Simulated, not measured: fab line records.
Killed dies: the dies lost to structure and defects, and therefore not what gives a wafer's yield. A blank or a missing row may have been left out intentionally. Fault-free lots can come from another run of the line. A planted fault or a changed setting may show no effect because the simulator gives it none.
Matching of chambers :: flow n5_finfet :: 4 sister chambers for N5_GATE_CUT_STRIP_59 on rie_diel-01
The step strips in N2/H2, time 20 s. 22 wafers are shown with their chamber, then 11 later ones without.

## WAFERS PAIRED WITH THEIR CHAMBERS
wafer: L075.2
chamber: 0
showerhead_plenum_p_Torr (Torr): 3.44
oes_product_au (a.u.): 0.71
drypump_motor_current_A (A): 5.2

wafer: L075.5
chamber: 1
showerhead_plenum_p_Torr (Torr): 3.45
oes_product_au (a.u.): 0.70
drypump_motor_current_A (A): 5.6

wafer: L075.6
chamber: 2
showerhead_plenum_p_Torr (Torr): 3.42
oes_product_au (a.u.): 0.80
drypump_motor_current_A (A): 5.7

wafer: L078.1
chamber: 3
showerhead_plenum_p_Torr (Torr): 3.63
oes_product_au (a.u.): 0.93
drypump_motor_current_A (A): 5.6

wafer: L078.2
chamber: 0
showerhead_plenum_p_Torr (Torr): 3.44
oes_product_au (a.u.): 0.71
drypump_motor_current_A (A): 5.2

wafer: L078.4
chamber: 3
showerhead_plenum_p_Torr (Torr): 3.63
oes_product_au (a.u.): 0.93
drypump_motor_current_A (A): 5.6

wafer: L079.1
chamber: 2
showerhead_plenum_p_Torr (Torr): 3.41
oes_product_au (a.u.): 0.79
drypump_motor_current_A (A): 5.7

wafer: L079.4
chamber: 3
showerhead_plenum_p_Torr (Torr): 3.63
oes_product_au (a.u.): 0.92
drypump_motor_current_A (A): 5.6

wafer: L079.6
chamber: 3
showerhead_plenum_p_Torr (Torr): 3.63
oes_product_au (a.u.): 0.91
drypump_motor_current_A (A): 5.5

wafer: L081.2
chamber: 3
showerhead_plenum_p_Torr (Torr): 3.63
oes_product_au (a.u.): 0.91
drypump_motor_current_A (A): 5.6

wafer: L081.4
chamber: 2
showerhead_plenum_p_Torr (Torr): 3.42
oes_product_au (a.u.): 0.78
drypump_motor_current_A (A): 5.7

wafer: L081.6
chamber: 1
showerhead_plenum_p_Torr (Torr): 3.45
oes_product_au (a.u.): 0.69
drypump_motor_current_A (A): 5.6

wafer: L083.3
chamber: 3
showerhead_plenum_p_Torr (Torr): 3.63
oes_product_au (a.u.): 0.91
drypump_motor_current_A (A): 5.6

wafer: L083.5
chamber: 3
showerhead_plenum_p_Torr (Torr): 3.63
oes_product_au (a.u.): 0.92
drypump_motor_current_A (A): 5.6

wafer: L083.6
chamber: 1
showerhead_plenum_p_Torr (Torr): 3.45
oes_product_au (a.u.): 0.69
drypump_motor_current_A (A): 5.6

wafer: L085.2
chamber: 0
showerhead_plenum_p_Torr (Torr): 3.43
oes_product_au (a.u.): 0.69
drypump_motor_current_A (A): 5.1

wafer: L085.4
chamber: 2
showerhead_plenum_p_Torr (Torr): 3.41
oes_product_au (a.u.): 0.78
drypump_motor_current_A (A): 5.7

wafer: L085.5
chamber: 2
showerhead_plenum_p_Torr (Torr): 3.41
oes_product_au (a.u.): 0.77
drypump_motor_current_A (A): 5.7

wafer: L086.1
chamber: 1
showerhead_plenum_p_Torr (Torr): 3.44
oes_product_au (a.u.): 0.69
drypump_motor_current_A (A): 5.6

wafer: L086.2
chamber: 0
showerhead_plenum_p_Torr (Torr): 3.43
oes_product_au (a.u.): 0.70
drypump_motor_current_A (A): 5.2

wafer: L086.4
chamber: 3
showerhead_plenum_p_Torr (Torr): 3.63
oes_product_au (a.u.): 0.90
drypump_motor_current_A (A): 5.6

wafer: L090.1
chamber: 1
showerhead_plenum_p_Torr (Torr): 3.44
oes_product_au (a.u.): 0.69
drypump_motor_current_A (A): 5.5

SIGNATURES (means of the wafers above)
reading: showerhead_plenum_p_Torr
chamber 0: 3.4350
chamber 1: 3.4460
chamber 2: 3.4140
chamber 3: 3.6300
scatter within a chamber: 0.00435

reading: oes_product_au
chamber 0: 0.7025
chamber 1: 0.6920
chamber 2: 0.7840
chamber 3: 0.9163
scatter within a chamber: 0.00961

reading: drypump_motor_current_A
chamber 0: 5.175
chamber 1: 5.580
chamber 2: 5.700
chamber 3: 5.587
scatter within a chamber: 0.0367
Rule: a wafer lies at a distance from a chamber equal to the root of the sum of squares, over the readings, of (its reading less the chamber's mean, divided by the reading's scatter). The wafer belongs to the nearest chamber; if the next one is less than 2 further off, it can't be placed. The scatter: take each reading less its chamber's mean, square it, sum over the shown wafers, divide by the number of wafers less the number of chambers, and take the root.

## WAFERS WHOSE CHAMBER IS MISSING
wafer: L090.2
showerhead_plenum_p_Torr (Torr): 3.62
oes_product_au (a.u.): 0.90
drypump_motor_current_A (A): 5.6

wafer: L090.4
showerhead_plenum_p_Torr (Torr): 3.62
oes_product_au (a.u.): 0.90
drypump_motor_current_A (A): 5.6

wafer: L091.2
showerhead_plenum_p_Torr (Torr): 3.41
oes_product_au (a.u.): 0.77
drypump_motor_current_A (A): 5.7

wafer: L091.3
showerhead_plenum_p_Torr (Torr): 3.62
oes_product_au (a.u.): 0.90
drypump_motor_current_A (A): 5.6

wafer: L091.5
showerhead_plenum_p_Torr (Torr): 3.41
oes_product_au (a.u.): 0.77
drypump_motor_current_A (A): 5.7

wafer: L093.3
showerhead_plenum_p_Torr (Torr): 3.62
oes_product_au (a.u.): 0.89
drypump_motor_current_A (A): 5.6

wafer: L093.4
showerhead_plenum_p_Torr (Torr): 3.62
oes_product_au (a.u.): 0.88
drypump_motor_current_A (A): 5.6

wafer: L093.6
showerhead_plenum_p_Torr (Torr): 3.43
oes_product_au (a.u.): 1.01
drypump_motor_current_A (A): 5.2

wafer: L096.1
showerhead_plenum_p_Torr (Torr): 3.40
oes_product_au (a.u.): 0.77
drypump_motor_current_A (A): 5.7

wafer: L096.3
showerhead_plenum_p_Torr (Torr): 3.62
oes_product_au (a.u.): 0.87
drypump_motor_current_A (A): 5.5

wafer: L096.5
showerhead_plenum_p_Torr (Torr): 3.43
oes_product_au (a.u.): 0.67
drypump_motor_current_A (A): 5.6

## THE CHAMBER EACH PASSED THROUGH
wafer: L090.2
from the rows above: 3
in truth: 3

wafer: L090.4
from the rows above: 3
in truth: 3

wafer: L091.2
from the rows above: 2
in truth: 2

wafer: L091.3
from the rows above: 3
in truth: 3

wafer: L091.5
from the rows above: 2
in truth: 2

wafer: L093.3
from the rows above: 3
in truth: 3

wafer: L093.4
from the rows above: 3
in truth: 3

wafer: L093.6
from the rows above: 2
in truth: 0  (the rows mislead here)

wafer: L096.1
from the rows above: 2
in truth: 2

wafer: L096.3
from the rows above: 3
in truth: 3

wafer: L096.5
from the rows above: 1
in truth: 1
Correct placement for 10 of the 11. Can't be placed from these rows: 0. Wrongly placed: 1.
